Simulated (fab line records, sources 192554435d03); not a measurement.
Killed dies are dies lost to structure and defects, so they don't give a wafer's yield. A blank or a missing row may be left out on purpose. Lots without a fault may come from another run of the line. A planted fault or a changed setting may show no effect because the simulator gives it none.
A struck lot beside a sound one | flow n5_finfet | 31 steps out of a route of 1938
Sound: wafers L189.1, L189.4, L189.6. Struck: wafers L198.1, L198.3, L198.4. The cause comes at the end.
At each step with rows: each side's tool, then ch and its chambers, then its first start. Under that, the readings that differ: sound wafers | struck wafers | difference of the means | sigmas: that difference in standard deviations of wafers without a fault.
alike: readings whose means differ by less than 2 such deviations, and words and numbers that are the same on both sides. not compared: withheld readings, readings that some wafer has no value for, bounds like >300 that may hide the same value, and numbers for which the record gives no deviation and whose values overlap.
The two part at a step that has a row with sigmas, a row that says differs or no value, or rows on one side only. Numbers that don't overlap but have no deviation are shown without sigmas and don't part them. A reading that every wafer of one side lacks parts them only if that side has two wafers or more.

first, 8 steps without rows for these wafers: N5_FIN_SAQP_HM_OPEN_33 (chemistry CH3F/O2, target SiNx, target depth 49.4 nm, time 70.6 s); N5_FIN_SAQP_ETCH_34 (etches SiO2 in C4F6/O2, target depth 45 nm, time 15 s); N5_FIN_SAQP_STRIP_77 (strips in N2/H2, time 90 s); N5_FIN_SAQP_ETCH_64 (etches SiO2 in CF4, target depth 1.5 nm); N5_FIN_SAQP_FIN_ETCH_36 (etches the open film in HBr/Cl2/O2, target depth 120 nm, time 50.4 s); N5_FIN_SAQP_PRECLEAN_38 (cleans in O3/DIW, time 45 s); N5_FIN_SAQP_PRECLEAN_45 (cleans in dHF, time 10 s); N5_FIN_SAQP_SRD_39 (time 30 s).
N5_FIN_CUT_COAT_18: time 60 s, resist thk 230 nm.
  sound on litho_track-04 ch 0, day 2 04:32; struck on litho_track-04 ch 0, day 4 10:42
  reading                                  | sound                | struck               | difference | sigmas
  spin_speed_rpm (rpm)                     | 1500.8 1499.7 1499.6 | 1577.6 1578.4 1578.2 | +78.0      | +80
  model.SOC_of_FIN_CUT_COAT_18.thk_nm (nm) | 229 229 229.6        | 224.8 225 225.4      | -4.1       |
  alike: plate_temp_C
then, 11 steps without rows for these wafers: N5_FIN_CUT_COAT_19 (time 60 s, resist thk 20 nm); N5_FIN_CUT_COAT_29 (time 60 s, resist thk 10 nm); N5_FIN_CUT_COAT_02 (resist thk 30 nm); N5_FIN_CUT_EBR_04; N5_FIN_CUT_SOFTBAKE_03 (time 60 s); N5_FIN_CUT_EXPOSE_05 (exposes mask FIN CUT); N5_FIN_CUT_PEB_06 (peb time 60 s); N5_FIN_CUT_DEVELOP_07 (develop time 30 s); N5_FIN_CUT_DESCUM_13 (chemistry O2, time 7 s); N5_FIN_CUT_ETCH_30 (etches underlayer in N2/H2, target depth 13 nm, time 10.4 s); N5_FIN_CUT_ETCH_20 (etches SiARC in CF4, target depth 26 nm, time 43.3 s).
N5_FIN_CUT_ETCH_21: etches SOC in N2/H2, target depth 219 nm, overetch 43.8 nm, time 523.5 s.
  sound on rie_diel-03 ch 0,1,3, day 2 05:09; struck on rie_diel-02 ch 1,2,3, day 4 11:20
  reading                  | sound           | struck          | difference | sigmas
  model.etch.depth_nm (nm) | 229.1 229 229.6 | 224.8 225 225.3 | -4.2       |
  alike: bias_w, drypump_motor_current_A, oes_product_au, rf_vpp_V, showerhead_plenum_p_Torr, throttle_valve_pct
  not compared: rf_hours_counter_h
then, 7 steps without rows for these wafers: N5_FIN_CUT_STRIP_23 (strips in N2/H2); N5_FIN_CUT_STRIP_31 (strips in N2/H2); N5_FIN_CUT_STRIP_24 (strips in CF4); N5_FIN_CUT_CUT_ETCH_26 (etches SiNx in CH3F/O2, target depth 39 nm, time 55.7 s); N5_FIN_CUT_CUT_ETCH_27 (etches SiO2 in CHF3/O2, target depth 4 nm, overetch 2 nm, time 4.9 s); N5_FIN_CUT_PRECLEAN_35 (cleans in vHF, time 13.3 s); N5_FIN_CUT_CUT_ETCH_15 (etches Si in HBr/Cl2/O2, target depth 100 nm, bt time 10 s, time 42.4 s).
N5_FIN_CUT_CUT_ETCH_28: etches Si in HBr/Cl2/O2, target depth 6 nm, time 2.4 s.
  sound on rie_si-04 ch 0,2,3, day 2 05:44; struck on rie_si-05 ch 0,1,2, day 4 11:55
  reading                                  | sound           | struck          | difference | sigmas
  model.SOC_of_FIN_CUT_COAT_18.thk_nm (nm) | 167.6 168 168.2 | 163 164.2 164.4 | -4         |
  alike: drypump_motor_current_A, oes_product_au, throttle_valve_pct
  not compared: bias_w, rf_hours_counter_h
then, 1 step without rows for these wafers: N5_FIN_CUT_STRIP_22 (strips in N2/H2).
-- the record jumps here: 11 days lie between the struck wafers' starts before and after (it left off in module FIN_CUT and takes up again in module PASSIVATION, whose first step shown is number 1936 of the route) --
N5_PASSIVATION_PROBE_49:
  the record has rows for the struck wafers here (prober-02, day 15 11:19) and none for the sound ones

WHERE THEY PART
First at N5_FIN_CUT_COAT_18; last, within this record, at N5_PASSIVATION_PROBE_49.

WHY: what the simulator had put in
Process parameter drift: litho_track-04, from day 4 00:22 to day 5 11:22, at N5_FIN_CUT_COAT_18. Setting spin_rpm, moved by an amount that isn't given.
